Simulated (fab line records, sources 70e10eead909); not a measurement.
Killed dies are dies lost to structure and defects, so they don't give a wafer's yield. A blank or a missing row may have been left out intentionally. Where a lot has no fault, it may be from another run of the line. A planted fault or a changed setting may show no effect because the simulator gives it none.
Chamber matching ; flow nand-harc ; 4 sister chambers for NHARC_P_BONDPAD_DESCUM_11 on rie-diel-04
The step chemistry O2, time 3 s. 8 wafers are shown with their chamber, then 9 later ones without.

## EACH WAFER AND ITS CHAMBER
wafer;chamber;drypump-motor-current-A (A);throttle-valve-pct (%)
L750.6;1;6.2;11.339
L749.3;2;5.4;11.311
L753.3;1;6.2;11.328
L757.1;3;5.9;11.292
L757.5;0;5.5;11.313
L759.1;2;5.5;11.322
L759.2;3;5.9;11.314
L759.3;0;5.4;11.307

## WAFERS WHOSE CHAMBER IS MISSING
wafer;drypump-motor-current-A (A);throttle-valve-pct (%)
L768.2;5.4;11.313
L768.3;5.9;11.306
L768.6;5.9;11.314
L767.3;5.9;11.302
L767.5;5.5;11.312
L767.6;5.9;11.328
L772.2;5.5;11.318
L772.3;5.4;11.313
L772.6;5.4;11.315

## EACH ONE'S CHAMBER
wafer;from the rows above;in truth
L768.2;can't be placed: 0 or 2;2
L768.3;3;3
L768.6;3;3
L767.3;3;3
L767.5;can't be placed: 0 or 2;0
L767.6;3;3
L772.2;can't be placed: 2 or 0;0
L772.3;can't be placed: 0 or 2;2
L772.6;can't be placed: 2 or 0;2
Correctly placed: 4 of 9. Not placeable from these rows: 5 (in 5, the candidates include the true chamber). 0 placed wrongly.
How it was worked out, from the rows above alone: a wafer's distance from a chamber is the root of the sum, over the readings, of the square of ((its reading less the chamber's mean) divided by the reading's scatter). If the next closest chamber is less than 2 further off than the closest, the wafer can't be placed; otherwise it belongs to the closest. For every chamber, the mean is computed from those of its wafers that are shown. How the scatter is found: for the shown wafers, subtract from each reading the mean of its chamber, square and add these, divide the total by (wafers less chambers), then take the root.
